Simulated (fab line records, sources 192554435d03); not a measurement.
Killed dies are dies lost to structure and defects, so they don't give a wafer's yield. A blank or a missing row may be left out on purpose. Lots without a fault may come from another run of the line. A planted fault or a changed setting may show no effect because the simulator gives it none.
Which tool did it? | flow n5_finfet | 13 lots, 38 wafers sampled, at 3 steps of a route of 1938

WHAT THE GAUGES READ, wafer by wafer
N5_PASSIVATION_CD_MEAS_44: target cd 40000 nm. Usual: cd_nm 40000 nm, standard deviation 4.7.
lot  | measured     | on        | cd_nm (nm)        | flag
L833 | day 12 18:12 | cd_sem-02 | 40000 39996 39994 |
L834 | day 12 06:49 | cd_sem-03 | 39997 39988 39991 |
L835 | day 13 02:51 | cd_sem-02 | 39999 40002 39992 |
L836 | day 13 21:50 | cd_sem-03 | 39998 40003 40001 |
L837 | day 13 22:09 | cd_sem-02 | 39995 39995 39992 |
L838 | day 13 18:16 | cd_sem-02 | 39999 40010 40007 |
L839 | day 14 05:13 | cd_sem-02 | 39998 40001 39997 |
L840 | day 15 04:06 | cd_sem-01 | 40005 40002 40001 |
L842 | day 15 03:53 | cd_sem-03 | 40004 39995 39999 |
L843 | day 15 10:14 | cd_sem-02 | 40005 40002       |
L845 | day 16 05:12 | cd_sem-03 | 40004 39993 40002 |
L851 | day 16 23:28 | cd_sem-03 | 39997 40003 39996 |
L855 | day 19 01:43 | cd_sem-01 | 39998 40005 39997 |

WHICH TOOL RAN EACH LOT (tool, then ch and the chambers of the sampled wafers, then the start)
lot  | N5_ILD0_PRECLEAN_10                | N5_PASSIVATION_AL_ETCH_33
L833 | remote_plasma-01 ch 0, day 3 20:20 | rie_metal-01 ch 0,1, day 12 16:40
L834 | remote_plasma-02 ch 0, day 4 02:53 | rie_metal-01 ch 0,1, day 12 05:05
L835 | remote_plasma-02 ch 0, day 4 10:38 | rie_metal-01 ch 0,1, day 13 01:25
L836 | remote_plasma-01 ch 0, day 4 12:33 | rie_metal-03 ch 0,1, day 13 20:02
L837 | remote_plasma-02 ch 1, day 4 22:29 | rie_metal-01 ch 0,1, day 13 20:17
L838 | remote_plasma-02 ch 0, day 5 06:17 | rie_metal-02 ch 0,1, day 13 16:35
L839 | remote_plasma-02 ch 0, day 5 08:58 | rie_metal-01 ch 0,1, day 14 03:27
L840 | remote_plasma-01 ch 1, day 5 16:21 | rie_metal-02 ch 0, day 15 02:28
L842 | remote_plasma-01 ch 0, day 6 02:17 | rie_metal-01 ch 0,1, day 15 02:27
L843 | remote_plasma-01 ch 0, day 6 08:22 | rie_metal-02 ch 0, day 15 08:40
L845 | remote_plasma-01 ch 0, day 7 00:34 | rie_metal-03 ch 0,1, day 16 03:38
L851 | remote_plasma-02 ch 0, day 8 09:46 | rie_metal-03 ch 0,1, day 16 21:43
L855 | remote_plasma-01 ch 1, day 9 10:23 | rie_metal-03 ch 0,1, day 19 00:10
- N5_ILD0_PRECLEAN_10: cleans in NF3:NH3, afs cycles 5, time 20 s, sublimation time 60 s.
- N5_PASSIVATION_AL_ETCH_33: etches Al in Cl2/BCl3, stops on TaN, target depth 2800 nm, time 466.7 s.

WHAT THE TOOLS THEMSELVES READ (means of the sampled wafers that have a number; where no wafer has one, the mark that the record gives instead)
N5_PASSIVATION_AL_ETCH_33. Usual: drypump_motor_current_A 5.53 A, standard deviation 0.28; oes_product_au 0.74 a.u., standard deviation 0.067; throttle_valve_pct 34.6 %, standard deviation 0.4.
lot  | tool         | drypump_motor_current_A (A) | oes_product_au (a.u.) | throttle_valve_pct (%) | flag
L833 | rie_metal-01 | 5.57                        | 0.79                  | 34.4                   |
L834 | rie_metal-01 | 5.56                        | 0.78                  | 34.7                   |
L835 | rie_metal-01 | 5.54                        | 0.76                  | 34.7                   |
L836 | rie_metal-03 | 5.76                        | 0.66                  | 34.7                   |
L837 | rie_metal-01 | 5.53                        | 0.77                  | 34.7                   |
L838 | rie_metal-02 | 5.13                        | 0.83                  | 34.4                   |
L839 | rie_metal-01 | 5.58                        | 0.77                  | 34.4                   |
L840 | rie_metal-02 | 4.96                        | 0.81                  | 34.4                   |
L842 | rie_metal-01 | 5.59                        | 0.76                  | 34.4                   |
L843 | rie_metal-02 | 4.94                        | 0.81                  | 34.3                   |
L845 | rie_metal-03 | 5.84                        | 0.66                  | 34.9                   |
L851 | rie_metal-03 | 5.76                        | 0.63                  | 34.8                   |
L855 | rie_metal-03 | 5.82                        | 0.65                  | 34.9                   |

THE ANSWER, worked out from the rows above alone
Rule: a lot is off if the mean of its wafers that have a number lies more than 3 standard deviations from the usual mean. A lot without any number at a reading at which 4 lots or more have one is off too. The other lots that the step has rows for count as sound. The gauges are gone through in route order, then the tools' own readings, and for those a lot's mean is taken as printed above. The first step at which some lot is off is used, and at that step the reading that is off furthest; a lot without a number counts as furthest.
No lot is off at any reading shown: from this, nothing can be told.

WHAT THE SIMULATOR HAD PUT IN
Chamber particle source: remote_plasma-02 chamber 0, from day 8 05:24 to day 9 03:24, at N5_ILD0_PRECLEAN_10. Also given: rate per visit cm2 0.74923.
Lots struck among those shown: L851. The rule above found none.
